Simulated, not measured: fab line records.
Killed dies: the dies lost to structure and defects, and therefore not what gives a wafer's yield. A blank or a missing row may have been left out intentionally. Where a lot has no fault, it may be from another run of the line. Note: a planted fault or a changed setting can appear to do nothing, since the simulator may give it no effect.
Comparing a struck lot with a sound one + flow nandHarc + 28 out of 1302 route steps
Sound: these wafers, L123.3, L123.5, L123.6. Struck: wafers L129.1, L129.4, L129.6. The cause is named last.
Each step with rows lists, per side, the tool, then ch with its chambers, then its first start. Under that, the readings that differ: sound wafers + struck wafers + difference of the means + sigmas: that difference in standard deviations of wafers without a fault.
alike: same words and numbers on both sides, and readings whose means sit less than 2 such deviations apart. not compared: any withheld reading, any reading some wafer has no value for, any bound like >300 that may hide the same value, and any number with overlapping values for which the record gives no deviation.
A row with sigmas, a row that says differs or no value, or rows on one side alone: a step with any of these is where the two part. Non-overlapping numbers with no deviation appear without sigmas and do not part them. Lack of a reading on every wafer of one side parts them only where that side has two or more wafers.

NHARC_A_CONTACT_ETCH_132: etches the open film in C4F8/O2/Ar, time 197 s, target depth 1924 nm.
  sound on harCapEtch-03 ch 0,1, day 24 11:41; struck on harCapEtch-02 ch 0,1, day 27 07:23
  not compared: rfHoursCounterH
NHARC_A_CONTACT_ETCH_133: etches the open film in C4F8/O2/Ar, time 374 s, target depth 1610 nm.
  sound on harCapEtch-03 ch 0,1, day 24 11:56; struck on harCapEtch-02 ch 0,1, day 27 07:36
  not compared: rfHoursCounterH
NHARC_A_CONTACT_ETCH_91: etches the open film in CH3F/O2, target depth 40 nm, time 85.7 s.
  sound on rieDiel-04 ch 0,1,3, day 24 12:38; struck on rieDiel-04 ch 0,2, day 27 08:20
  alike: biasW, drypumpMotorCurrentA, mfcArSccm, oesProductAu, rfVppV, showerheadPlenumPTorr, throttleValvePct
  not compared: rfHoursCounterH
then, 1 step without rows for these wafers: NHARC_A_CONTACT_ETCH_97 (etches the open film in C4F6/O2, target depth 20 nm, time 10 s).
NHARC_A_CONTACT_CD_MEAS_80:
  sound on cdSem-01 at day 24 12:50; struck on cdSem-02 at day 27 08:32
  alike: cdNm
then, 4 steps without rows for these wafers: NHARC_A_CONTACT_STRIP_103 (strips in N2/H2); NHARC_A_CONTACT_STRIP_104 (strips in CF4/CHF3); NHARC_A_CONTACT_STRIP_105 (strips in O2/COS); NHARC_A_CONTACT_ETCH_106 (etches the open film in CF4/O2, target depth 90 nm, overetch 9 nm, time 49.5 s).
NHARC_A_CONTACT_STRIP_82: strips in O2.
  sound: rieDiel-05 ch 0,1; struck: rieDiel-04 ch 1,3
  alike: drypumpMotorCurrentA, mfcArSccm, oesProductAu, rfVppV, showerheadPlenumPTorr, throttleValvePct
  not compared: rfHoursCounterH
then, 1 step without rows for these wafers: NHARC_A_CONTACT_STRIP_83 (strips in post etch residue remover, time 600 s).
NHARC_A_CONTACT_DEP_84: deposits aC, target thk 2800 nm.
  sound on aclDep-01 ch 0, day 24 16:34; struck on aclDep-02 ch 0, day 27 12:23
  alike: throttleValvePct
NHARC_A_CONTACT_DEP_85: deposits SiON, target thk 60 nm.
  sound on pecvd-02 ch 0,2, day 24 17:47; struck on pecvd-02 ch 0,2, day 27 14:10
  alike: heaterPowerW
then, 10 steps without rows for these wafers: NHARC_A_CONTACT_DEHYDRATE_00 (time 120 s); NHARC_A_CONTACT_HMDS_01 (time 30 s); NHARC_A_CONTACT_COAT_86 (time 75 s); NHARC_A_CONTACT_COAT_87 (time 65 s); NHARC_A_CONTACT_COAT_02 (resist thk 90 nm); NHARC_A_CONTACT_SOFTBAKE_03 (time 55 s); NHARC_A_CONTACT_EBR_04; NHARC_A_CONTACT_EXPOSE_05 (exposes mask A CC); NHARC_A_CONTACT_PEB_06 (peb time 65 s); NHARC_A_CONTACT_DEVELOP_07 (develop time 35 s).
NHARC_A_CONTACT_CD_MEAS_08: target cd 200 nm.
  sound on cdSem-02 ch 0, day 24 18:27; struck on cdSem-03 ch 0, day 27 14:52
  alike: cdNm
NHARC_A_CONTACT_OVL_MEAS_09:
  sound on overlay-02 at day 24 18:32; struck on overlay-01 at day 27 14:57
  alike: overlayXNm, overlayYNm
NHARC_A_CONTACT_INSPECT_10:
  sound on defectInspect-01 at day 24 18:34; struck on defectInspect-01 at day 27 14:59
| reading        | sound    | struck      | difference | sigmas |
|----------------|----------|-------------|------------|--------|
| rawDefectCount | 85 80 80 | 505 508 551 | +440       | +14    |
then, 1 step without rows for these wafers: NHARC_A_CONTACT_DESCUM_13 (chemistry O2, time 3 s).
-- the record jumps here: 2 days lie between the struck wafers' starts before and after (it left off in module A_CONTACT and takes up again in module END, whose first step shown is number 1302 of the route) --
NHARC_END_SORT_01:
  only the struck wafers appear in the record here, on prober-02 ch 0 at day 29 15:56; the sound ones have no rows

== WHERE THEY PART ==
Earliest at NHARC_A_CONTACT_INSPECT_10; latest, in this record, at NHARC_END_SORT_01.

WHY: the cause the simulator had injected
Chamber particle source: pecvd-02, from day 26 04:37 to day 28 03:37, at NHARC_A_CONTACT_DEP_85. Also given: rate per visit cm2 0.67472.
